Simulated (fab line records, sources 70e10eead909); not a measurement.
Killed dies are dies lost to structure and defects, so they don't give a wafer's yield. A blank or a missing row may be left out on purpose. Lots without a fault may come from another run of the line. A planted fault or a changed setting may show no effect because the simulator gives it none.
Chamber matching | flow nand_harc | NHARC_HYBRID_BOND_ACTIVATE_00 on rie_diel-09: 4 sister chambers
The step chemistry N2, time 60 s. 16 wafers are shown with their chamber, then 8 later ones without.

WAFERS WITH THEIR CHAMBER
wafer  | chamber | drypump_motor_current_A (A) | showerhead_plenum_p_Torr (Torr) | run_length_s (s)
L791.2 | 3       | 4.9                         | 1.75                            | 81.8
L791.4 | 1       | 6.3                         | 1.84                            | 81.9
L791.6 | 0       | 5.6                         | 1.83                            | 81.5
L792.1 | 1       | 6.3                         | 1.84                            | 81.7
L792.3 | 3       | 4.8                         | 1.75                            | 82.0
L792.4 | 2       | 5.7                         | 1.86                            | 82.0
L797.1 | 0       | 5.7                         | 1.83                            | 81.6
L797.2 | 2       | 5.7                         | 1.85                            | 82.7
L797.5 | 0       | 5.7                         | 1.83                            | 81.5
L795.2 | 1       | 6.3                         | 1.84                            | 81.8
L795.3 | 2       | 5.7                         | 1.85                            | 81.8
L795.5 | 0       | 5.6                         | 1.83                            | 81.8
L806.2 | 1       | 6.3                         | 1.84                            | 82.2
L806.4 | 2       | 5.7                         | 1.85                            | 82.0
L806.6 | 0       | 5.6                         | 1.82                            | 81.6
L809.1 | 1       | 6.3                         | 1.84                            | 81.9

SIGNATURES (means of the wafers above)
reading                  | chamber 0 | chamber 1 | chamber 2 | chamber 3 | scatter within a chamber
drypump_motor_current_A  | 5.640     | 6.300     | 5.700     | 4.850     | 0.0376
showerhead_plenum_p_Torr | 1.8280    | 1.8400    | 1.8525    | 1.7500    | 0.00359
run_length_s             | 81.600    | 81.900    | 82.125    | 81.900    | 0.239
Rule: a wafer's distance from a chamber is the root of the sum, over the readings, of the square of ((its reading less the chamber's mean) divided by the reading's scatter). The wafer belongs to the nearest chamber; if the next one is less than 2 further off, it can't be placed. The scatter: the root of (the sum of the squares of (reading less its chamber's mean) over the shown wafers, divided by (wafers less chambers)).

WAFERS WITHOUT THEIR CHAMBER
wafer  | drypump_motor_current_A (A) | showerhead_plenum_p_Torr (Torr) | run_length_s (s)
L809.2 | 5.7                         | 1.85                            | 82.4
L809.6 | 5.7                         | 1.82                            | 81.6
L810.3 | 5.6                         | 1.82                            | 81.6
L810.4 | 4.9                         | 1.74                            | 82.7
L810.6 | 5.6                         | 1.82                            | 82.0
L812.3 | 4.9                         | 1.74                            | 82.0
L812.4 | 5.7                         | 1.82                            | 81.9
L812.5 | 4.9                         | 1.74                            | 82.0

WHICH CHAMBER EACH WENT THROUGH
wafer  | from the rows above | in truth
L809.2 | 2                   | 2
L809.6 | 0                   | 0
L810.3 | 0                   | 0
L810.4 | 3                   | 3
L810.6 | 0                   | 0
L812.3 | 3                   | 3
L812.4 | 0                   | 0
L812.5 | 3                   | 3
Placed correctly: 8 of 8. Can't be placed from these rows: 0. Placed wrongly: 0.
